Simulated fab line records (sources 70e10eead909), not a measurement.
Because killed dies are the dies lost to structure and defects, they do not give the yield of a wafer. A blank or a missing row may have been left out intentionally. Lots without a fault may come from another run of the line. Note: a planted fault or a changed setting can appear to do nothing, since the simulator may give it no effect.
Chamber matching / flow nand harc / 4 sister chambers for NHARC_A_WL_FILL_ALD_02 on ald metal-02
The step deposits TiN, target thk 2 nm, pulse time 3 s, ald cycles 100. 16 wafers are shown with their chamber, then 8 later ones without.

## WAFERS, EACH WITH ITS CHAMBER
wafer=L077.1; chamber=1; heater power w (W)=1114; heater power outer w (W)=715; susceptor temp C (C)=450.17
wafer=L077.4; chamber=2; heater power w (W)=897; heater power outer w (W)=592; susceptor temp C (C)=449.94
wafer=L077.6; chamber=1; heater power w (W)=1112; heater power outer w (W)=697; susceptor temp C (C)=450.28
wafer=L080.4; chamber=3; heater power w (W)=1281; heater power outer w (W)=860; susceptor temp C (C)=450.20
wafer=L080.5; chamber=2; heater power w (W)=895; heater power outer w (W)=592; susceptor temp C (C)=449.84
wafer=L080.6; chamber=3; heater power w (W)=1266; heater power outer w (W)=881; susceptor temp C (C)=450.24
wafer=L079.4; chamber=1; heater power w (W)=1107; heater power outer w (W)=699; susceptor temp C (C)=450.08
wafer=L079.5; chamber=3; heater power w (W)=1274; heater power outer w (W)=868; susceptor temp C (C)=450.07
wafer=L079.6; chamber=2; heater power w (W)=906; heater power outer w (W)=570; susceptor temp C (C)=450.23
wafer=L087.1; chamber=1; heater power w (W)=1089; heater power outer w (W)=709; susceptor temp C (C)=449.86
wafer=L087.2; chamber=0; heater power w (W)=981; heater power outer w (W)=659; susceptor temp C (C)=449.60
wafer=L087.6; chamber=1; heater power w (W)=1095; heater power outer w (W)=742; susceptor temp C (C)=449.83
wafer=L088.1; chamber=0; heater power w (W)=962; heater power outer w (W)=655; susceptor temp C (C)=449.66
wafer=L088.2; chamber=2; heater power w (W)=904; heater power outer w (W)=566; susceptor temp C (C)=449.82
wafer=L088.4; chamber=3; heater power w (W)=1302; heater power outer w (W)=869; susceptor temp C (C)=449.76
wafer=L091.4; chamber=1; heater power w (W)=1124; heater power outer w (W)=742; susceptor temp C (C)=449.86

SIGNATURES (averages over the wafers above)
reading=heater power w; chamber 0=971.50; chamber 1=1106.83; chamber 2=900.50; chamber 3=1280.75; scatter within a chamber=12.3
reading=heater power outer w; chamber 0=657.00; chamber 1=717.33; chamber 2=580.00; chamber 3=869.50; scatter within a chamber=15.4
reading=susceptor temp C; chamber 0=449.6300; chamber 1=450.0133; chamber 2=449.9575; chamber 3=450.0675; scatter within a chamber=0.19
Rule: a wafer lies at a distance from a chamber equal to the root of the sum of squares, over the readings, of (its reading less the chamber's mean, divided by the reading's scatter). The wafer belongs to the nearest chamber; if the next one is less than 2 further off, it can't be placed. The scatter: take each reading less its chamber's mean, square it, sum over the shown wafers, divide by the number of wafers less the number of chambers, and take the root.

## WAFERS WHOSE CHAMBER IS MISSING
wafer=L091.5; heater power w (W)=1314; heater power outer w (W)=860; susceptor temp C (C)=450.26
wafer=L091.6; heater power w (W)=956; heater power outer w (W)=649; susceptor temp C (C)=449.60
wafer=L097.1; heater power w (W)=917; heater power outer w (W)=583; susceptor temp C (C)=449.98
wafer=L097.2; heater power w (W)=1273; heater power outer w (W)=877; susceptor temp C (C)=449.71
wafer=L097.6; heater power w (W)=1083; heater power outer w (W)=725; susceptor temp C (C)=449.88
wafer=L096.1; heater power w (W)=1303; heater power outer w (W)=847; susceptor temp C (C)=450.14
wafer=L096.4; heater power w (W)=1280; heater power outer w (W)=882; susceptor temp C (C)=449.89
wafer=L096.5; heater power w (W)=896; heater power outer w (W)=582; susceptor temp C (C)=450.07

## CHAMBER TAKEN BY EACH
wafer=L091.5; from the rows above=3; in truth=3
wafer=L091.6; from the rows above=0; in truth=0
wafer=L097.1; from the rows above=2; in truth=2
wafer=L097.2; from the rows above=3; in truth=3
wafer=L097.6; from the rows above=1; in truth=1
wafer=L096.1; from the rows above=3; in truth=3
wafer=L096.4; from the rows above=3; in truth=3
wafer=L096.5; from the rows above=2; in truth=2
Placed correctly: 8 of 8. Left unplaced by these rows: 0. Placed wrongly: 0.
